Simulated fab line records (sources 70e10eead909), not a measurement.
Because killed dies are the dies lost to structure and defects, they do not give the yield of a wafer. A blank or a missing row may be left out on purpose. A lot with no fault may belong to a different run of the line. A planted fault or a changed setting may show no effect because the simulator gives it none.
One fault seen from 2 desks / flow nand harc / each desk has only its own numbers; what lay behind them comes last

FROM THE METROLOGY DESK
Means of the sampled wafers that have a number, per lot and without regard to the tool the lot ran on: this is what the gauges read. The brackets show how far a lot's mean lies from the usual mean; more than 4 standard deviations puts the lot out of limits, marked OUT.
Columns: A = cd nm at NHARC_P_CONTACT_CD_MEAS_12, usual 89.6 nm; B = cd nm at NHARC_P_CONTACT_CD_MEAS_19, usual 89.9 nm
lot=L552; first seen here=day 7 09:04; A=89.2; B=89.7
lot=L554; first seen here=day 8 00:49; A=89.8; B=91.6
lot=L558; first seen here=day 9 17:38; A=86.8 (-5.6) OUT; B=87.2
lot=L559; first seen here=day 10 06:57; A=84.0 (-11) OUT; B=85.2
lot=L566; first seen here=day 12 23:49; A=89.4; B=88.7
lot=L568; first seen here=day 13 15:54; A=90.0; B=90.7
lot=L567; first seen here=day 13 16:40; A=89.5; B=89.4
lot=L569; first seen here=day 14 07:22; A=89.6; B=90.3
lot=L570; first seen here=day 14 20:29; A=89.5; B=88.7
lot=L571; first seen here=day 15 04:44; A=88.8; B=89.0
lot=L572; first seen here=day 15 17:26; A=89.7; B=90.7
This desk's finding: out of limits on L558, L559; first on L558, day 9 17:38 (cd nm at NHARC_P_CONTACT_CD_MEAS_12). In limits: L552, L554, L566, L568, L567, L569, L570, L571, L572.

FOR THE TOOL OWNER'S DESK: litho track-01
The tool's own readings at NHARC_P_CONTACT_PEB_10 (peb time 65 s): means of the sampled wafers that have a number, for each lot that ran on this tool. The brackets show how far a lot's mean lies from the usual mean; more than 4 standard deviations puts the lot out of limits, marked OUT.
Columns: A = heater power total W at NHARC_P_CONTACT_PEB_10, usual 156.6 W; B = plate temp C at NHARC_P_CONTACT_PEB_10, usual 100.02 C
lot=L554; first seen here=day 8 00:44; A=157.1; B=99.92
lot=L558; first seen here=day 9 17:34; A=162.4 (+14) OUT; B=100.03
lot=L559; first seen here=day 10 06:52; A=169.6 (+30) OUT; B=100.15
lot=L568; first seen here=day 13 15:49; A=156.8; B=99.99
lot=L571; first seen here=day 15 04:40; A=156.6; B=100.09
This desk's finding: out of limits on L558, L559; first on L558, day 9 17:34 (heater power total W at NHARC_P_CONTACT_PEB_10). In limits: L554, L568, L571.

PUT TOGETHER
On L558, L559, at day 9 17:34, an alarm was possible from the tool owner's desk.
L558, L559 would have let the metrology desk raise an alarm at day 9 17:38.
The lots listed all ran NHARC_P_CONTACT_PEB_10 on litho track-01.

WHAT THE SIMULATOR PUT IN
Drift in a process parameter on litho track-01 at NHARC_P_CONTACT_PEB_10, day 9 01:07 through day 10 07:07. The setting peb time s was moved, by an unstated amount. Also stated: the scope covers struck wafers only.
Lots struck among those shown: L558, L559.
Fault start to first reading out of limits, in hours, per desk: tool owner, 16; metrology, 17.
